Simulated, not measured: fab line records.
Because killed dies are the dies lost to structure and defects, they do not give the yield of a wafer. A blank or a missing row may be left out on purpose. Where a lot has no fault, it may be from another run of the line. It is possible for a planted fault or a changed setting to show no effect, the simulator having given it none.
Commonality check across tools -- flow nand-harc -- 1 lot, 3 wafers sampled

WHY IT WAS OPENED
At NHARC_END_SORT_01 the reading killed-at-periphery is flagged on 1 of 1 lot. No-fault wafers: 3.1, standard deviation 2.1.
Rule: flag the lot when none of its wafers has a number, or when each of its wafers that has one lies beyond 4 standard deviations from that mean. The rest of the lots are taken to be sound.

lot,measured,on,"killed-at-periphery, wafer by wafer",flag
L252,day 22 20:50,prober-02,653 651 658,FLAGGED
Averaged over the flagged lots the numbers come to 654.0, +650.9 from the usual (+99 or more standard deviations).

WHICH TOOL RAN EACH LOT
Before the reading, the record contains 3 process steps out of a 1159-step route. Each cell gives the tool, then ch followed by the chambers the sampled wafers passed through, then the start.
lot,flag,NHARC_P_ZERO_WELL_EXPOSE_21,NHARC_P_ZERO_WELL_DESCUM_26,NHARC_P_STI_ETCH_31
L252,FLAGGED,"krf-scanner-04 ch 0, day 5 08:25","rie-diel-05 ch 0,2, day 5 08:45",no row
What these steps do:
- NHARC_P_ZERO_WELL_EXPOSE_21: exposes mask P NWELL, target cd 720 nm.
- NHARC_P_ZERO_WELL_DESCUM_26: chemistry O2, time 3 s.
- NHARC_P_STI_ETCH_31: etches the open film in CF4/CHF3, target depth 108.9 nm, time 54.5 s.
- NHARC_END_SORT_01

FLAGGED AGAINST TOTAL, ONE TOOL AT A TIME (gauges that did the reading follow at the end)
step,tool,lots run,flagged,share of the flagged lots,sound lots run after its first flagged lot
NHARC_P_ZERO_WELL_EXPOSE_21,krf-scanner-04,1,1,all,0
NHARC_P_ZERO_WELL_DESCUM_26,rie-diel-05,1,1,all,0
NHARC_END_SORT_01,prober-02,1,1,all,0

THE TABLE: WHAT IT ALLOWS
Rows of the table that ran every flagged lot, 3 in all: krf-scanner-04 at NHARC_P_ZERO_WELL_EXPOSE_21, rie-diel-05 at NHARC_P_ZERO_WELL_DESCUM_26, prober-02 at NHARC_END_SORT_01.
- krf-scanner-04 at NHARC_P_ZERO_WELL_EXPOSE_21: 1 of its 1 lot flagged. Because this sample shows no sound lot run on it before its first flagged lot, the start cannot be pinned down more closely.
- rie-diel-05 at NHARC_P_ZERO_WELL_DESCUM_26: 1 of its 1 lot flagged. Because this sample shows no sound lot run on it before its first flagged lot, the start cannot be pinned down more closely.
- prober-02 at NHARC_END_SORT_01: 1 of its 1 lot flagged. Because this sample shows no sound lot run on it before its first flagged lot, the start cannot be pinned down more closely.
These 3 tools cannot be told apart by counting lots, since each of them fits a fault that started at some hour. More lots, or a look at what each step does to the wafer, might.

WHAT THE SIMULATOR HAD INSERTED
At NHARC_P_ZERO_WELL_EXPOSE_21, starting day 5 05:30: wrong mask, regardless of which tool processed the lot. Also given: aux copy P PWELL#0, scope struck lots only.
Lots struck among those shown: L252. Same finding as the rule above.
